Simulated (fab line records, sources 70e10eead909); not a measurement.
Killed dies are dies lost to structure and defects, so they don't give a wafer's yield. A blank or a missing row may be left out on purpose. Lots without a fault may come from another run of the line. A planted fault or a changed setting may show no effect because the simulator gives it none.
Chamber matching | flow nand_harc | NHARC_A_STAIRCASE_TRIM_196 on rie_diel-13: 4 sister chambers
The step chemistry O2, time 211.2 s. 4 wafers are shown with their chamber, then 9 later ones without.

WAFERS WITH THEIR CHAMBER
wafer  | chamber | drypump_motor_current_A (A)
L081.5 | 2       | 6.6
L083.2 | 0       | 5.5
L083.3 | 3       | 5.5
L083.4 | 1       | 5.4

WAFERS WITHOUT THEIR CHAMBER
wafer  | drypump_motor_current_A (A)
L090.3 | 5.5
L090.4 | 5.4
L090.6 | 5.6
L097.3 | 5.5
L097.4 | 6.6
L097.5 | 5.5
L096.2 | 6.6
L096.3 | 5.5
L096.5 | 5.5

WHICH CHAMBER EACH WENT THROUGH
wafer  | from the rows above     | in truth
L090.3 | can't be placed: 0 or 3 | 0
L090.4 | 1                       | 1
L090.6 | can't be placed: 0 or 3 | 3
L097.3 | can't be placed: 0 or 3 | 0
L097.4 | 2                       | 2
L097.5 | can't be placed: 0 or 3 | 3
L096.2 | 2                       | 2
L096.3 | can't be placed: 0 or 3 | 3
L096.5 | can't be placed: 0 or 3 | 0
Placed correctly: 3 of 9. Can't be placed from these rows: 6 (the true chamber is among the candidates in 6). Placed wrongly: 0.
How it was worked out, from the rows above alone: a wafer's distance from a chamber is the root of the sum, over the readings, of the square of ((its reading less the chamber's mean) divided by the reading's scatter). The wafer belongs to the nearest chamber; if the next one is less than 2 further off, it can't be placed. A chamber's mean is the mean of its shown wafers. The scatter: with one shown wafer a chamber, the root of the mean of the squares of how far each hidden wafer lies from its nearest shown one.
